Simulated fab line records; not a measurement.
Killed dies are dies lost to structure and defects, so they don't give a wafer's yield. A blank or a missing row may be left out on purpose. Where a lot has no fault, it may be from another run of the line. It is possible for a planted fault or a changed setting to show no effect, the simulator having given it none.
Which tool is to blame?	flow n5_finfet	11 lots, 32 wafers sampled, at 4 steps of a route of 1938

## WHAT EACH GAUGE READ, for each wafer
N5_BEOL_M9_RS_MEAS_57: measures by four-point-probe. Usual: M9_RS 0.152 ohm/sq, standard deviation 0.0035.
lot	measured	on	M9_RS (ohm/sq)	flag
L962	day 11 11:10	film_metro-02	0.150 0.150 0.153	
L964	day 11 18:42	film_metro-02	0.156 0.157 0.152	
L963	day 12 06:07	film_metro-02	0.159 0.155 0.146	
L967	day 12 08:20	film_metro-01	0.153 0.150 0.155	
L970	day 13 14:55	film_metro-02	0.155 0.151 0.153	
L972	day 13 15:43	film_metro-01	0.147 0.155 0.157	
L973	day 13 21:23	film_metro-01	0.150 0.152 0.151	
L971	day 14 03:18	film_metro-02	0.146 0.144	
L979	day 16 02:20	film_metro-01	0.149 0.160 0.158	
L982	day 17 01:36	film_metro-01	0.156 0.152 0.154	
L984	day 17 03:16	film_metro-01	0.154 0.154 0.157	

## WHICH TOOL RAN EACH LOT (tool, then ch and the chambers of the sampled wafers, then the start)
lot	N5_BEOL_M9_ETCH_41	N5_BEOL_M9_CURE_72	N5_BEOL_M9_CVD_78
L962	rie_diel-01 ch 0,1,3, day 11 07:41 or earlier	uv_cure-01 ch 0, day 11 07:41	cvd_co-02 ch 0,1, day 11 09:05
L964	rie_diel-01 ch 0,2,3, day 11 16:38 or earlier	uv_cure-01 ch 1, day 11 16:38	cvd_co-01 ch 0,1, day 11 17:35
L963	rie_diel-06 ch 1,2,3, day 12 02:05 or earlier	uv_cure-01 ch 2, day 12 02:05	cvd_co-02 ch 0,1, day 12 03:13
L967	rie_diel-01 ch 0,2,3, day 12 06:25 or earlier	uv_cure-02 ch 2, day 12 06:25	cvd_co-02 ch 0,2, day 12 07:14
L970	rie_diel-03 ch 0,2,3, day 13 08:46 or earlier	uv_cure-01 ch 1, day 13 08:46	cvd_co-01 ch 0,2, day 13 11:04
L972	rie_diel-06 ch 1,2,3, day 13 08:55 or earlier	uv_cure-03 ch 0, day 13 08:55	cvd_co-01 ch 0,1,2, day 13 11:41
L973	rie_diel-03 ch 0,2,3, day 13 16:34 or earlier	uv_cure-03 ch 2, day 13 16:34	cvd_co-01 ch 0,2, day 13 17:40
L971	rie_diel-03 ch 1,2, day 13 22:15 or earlier	uv_cure-02 ch 1, day 13 22:15	cvd_co-01 ch 1, day 14 00:04
L979	rie_diel-06 ch 0,3, day 16 00:04 or earlier	uv_cure-03 ch 2, day 16 00:04	cvd_co-02 ch 0,1, day 16 00:58
L982	rie_diel-01 ch 0,1,2, day 16 22:09 or earlier	uv_cure-01 ch 2, day 16 22:09	cvd_co-02 ch 1,2, day 16 23:02
L984	rie_diel-01 ch 0,2, day 17 00:25 or earlier	uv_cure-01 ch 2, day 17 00:25	cvd_co-02 ch 0,1,2, day 17 01:34
- N5_BEOL_M9_ETCH_41: etches SiCN in CH3F/O2, target depth 36.6 nm, time 70.1 s.
- N5_BEOL_M9_CURE_72: cures SiCOH lowk, time 120 s.
- N5_BEOL_M9_CVD_78: deposits Co from CCTBA/H2, target thk 2 nm, time 138.9 s.

## AS READ BY THE TOOLS THEMSELVES (means over the sampled wafers that have a number; for cases with no such wafer, the mark the record gives instead)
N5_BEOL_M9_ETCH_41. Usual: drypump_motor_current_A 5.7 A, standard deviation 0.54; oes_product_au 0.77 a.u., standard deviation 0.066; rf_vpp_V 297.3 V, standard deviation 1.4; showerhead_plenum_p_Torr 2.00 Torr, standard deviation 0.063; throttle_valve_pct 16.33 %, standard deviation 0.24.
lot	tool	drypump_motor_current_A (A)	oes_product_au (a.u.)	rf_vpp_V (V)	showerhead_plenum_p_Torr (Torr)	throttle_valve_pct (%)	flag
L962	rie_diel-01	6.0	0.74	296.2	1.94	16.34	
L964	rie_diel-01	6.1	0.77	296.7	2.00	16.30	
L963	rie_diel-06	5.7	0.79	298.0	2.05	16.39	
L967	rie_diel-01	6.0	0.76	296.6	2.00	16.31	
L970	rie_diel-03	5.1	0.79	297.4	1.99	16.30	
L972	rie_diel-06	5.7	0.77	298.3	2.04	16.40	
L973	rie_diel-03	5.1	0.80	296.8	1.99	16.30	
L971	rie_diel-03	5.0	0.78	297.2	1.97	16.44	
L979	rie_diel-06	6.2	0.74	297.5	1.99	16.14	
L982	rie_diel-01	5.9	0.69	297.9	1.98	16.56	
L984	rie_diel-01	6.0	0.71	297.4	2.04	16.52	

N5_BEOL_M9_CURE_72. Usual: lamp_power_pct 52.31 %, standard deviation 0.051; wafer_temp_C_max 371.8, standard deviation 0.73.
lot	tool	lamp_power_pct (%)	wafer_temp_C_max	flag
L962	uv_cure-01	52.30	371.2	
L964	uv_cure-01	52.31	372.4	
L963	uv_cure-01	52.31	370.7	
L967	uv_cure-02	52.30	372.3	
L970	uv_cure-01	52.34	372.2	
L972	uv_cure-03	52.31	371.3	
L973	uv_cure-03	52.33	371.9	
L971	uv_cure-02	52.34	373.4	
L979	uv_cure-03	52.34	371.7	
L982	uv_cure-01	52.29	371.1	
L984	uv_cure-01	52.32	370.9	

N5_BEOL_M9_CVD_78. Usual: run_length_s at 161.5 s, with a standard deviation of 0.47.
lot	tool	run_length_s (s)	flag
L962	cvd_co-02	161.4	
L964	cvd_co-01	161.6	
L963	cvd_co-02	161.0	
L967	cvd_co-02	161.5	
L970	cvd_co-01	161.5	
L972	cvd_co-01	204.2	OFF
L973	cvd_co-01	204.0	OFF
L971	cvd_co-01	225.1	OFF
L979	cvd_co-02	161.0	
L982	cvd_co-02	161.7	
L984	cvd_co-02	161.2	

## THE ANSWER, worked out from the rows above alone
Rule: take the mean of a lot's wafers that have a number; if it is more than 3 standard deviations from the usual mean, the lot is off. A lot without any number at a reading at which 4 lots or more have one is off too. Any other lot the step has rows for is counted as sound. Order of review: gauges by route order, followed by the tools' own readings, for which a lot's mean as printed above is used. The first step at which some lot is off is used, and at that step the reading that is off furthest; a lot without a number counts as furthest.
Off at N5_BEOL_M9_CVD_78 (run_length_s): L972, L973, L971.
A tool fits if, at that step or a process step before it, it ran every lot that is off, and no sound lot after the first of them. N5_BEOL_M9_ETCH_41 gives no start for some lots, so the hours and the order of its lots are those of N5_BEOL_M9_CURE_72. One candidate fits, namely cvd_co-01 at N5_BEOL_M9_CVD_78. Its last sound lot is L970 (day 13 11:04), its first lot that is off L972 (day 13 11:41): a fault that began between those two fits.
The tool's own readings at N5_BEOL_M9_CVD_78 bear it out: on the lots that are off they differ by more than 5 times the standard deviation of the sound lots' means. run_length_s reads 211.1 s there against 161.4 s on the sound lots.

## WHAT THE SIMULATOR HAD INSERTED
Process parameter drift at N5_BEOL_M9_CVD_78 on cvd_co-01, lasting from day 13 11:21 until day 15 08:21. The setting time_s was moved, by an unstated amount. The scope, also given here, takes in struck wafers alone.
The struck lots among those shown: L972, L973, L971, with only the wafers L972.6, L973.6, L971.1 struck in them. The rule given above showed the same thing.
